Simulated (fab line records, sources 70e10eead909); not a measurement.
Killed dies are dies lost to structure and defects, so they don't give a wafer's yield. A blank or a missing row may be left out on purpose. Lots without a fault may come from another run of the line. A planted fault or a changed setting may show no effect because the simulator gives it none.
Chamber matching | flow nand_harc | NHARC_A_STAIRCASE_DEP_325 on pecvd-02: 3 sister chambers
The step deposits SiO2, target thk 7200 nm. 3 wafers are shown with their chamber, then 8 later ones without.

WAFERS WITH THEIR CHAMBER
wafer  | chamber | heater_power_w (W)
L084.1 | 2       | 850
L087.4 | 1       | 455
L089.1 | 0       | 814

WAFERS WITHOUT THEIR CHAMBER
wafer  | heater_power_w (W)
L089.3 | 540
L089.4 | 466
L095.1 | 843
L095.4 | 763
L095.5 | 626
L096.1 | 609
L096.5 | 762
L096.6 | 472

WHICH CHAMBER EACH WENT THROUGH
wafer  | from the rows above          | in truth
L089.3 | 1                            | 1
L089.4 | 1                            | 1
L095.1 | can't be placed: 2 or 0      | 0
L095.4 | can't be placed: 0 or 2      | 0
L095.5 | can't be placed: 1 or 0 or 2 | 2
L096.1 | can't be placed: 1 or 0 or 2 | 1
L096.5 | can't be placed: 0 or 2      | 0
L096.6 | 1                            | 1
Placed correctly: 3 of 8. Can't be placed from these rows: 5 (the true chamber is among the candidates in 5). Placed wrongly: 0.
How it was worked out, from the rows above alone: a wafer's distance from a chamber is the root of the sum, over the readings, of the square of ((its reading less the chamber's mean) divided by the reading's scatter). The wafer belongs to the nearest chamber; if the next one is less than 2 further off, it can't be placed. A chamber's mean is the mean of its shown wafers. The scatter: with one shown wafer a chamber, the root of the mean of the squares of how far each hidden wafer lies from its nearest shown one.
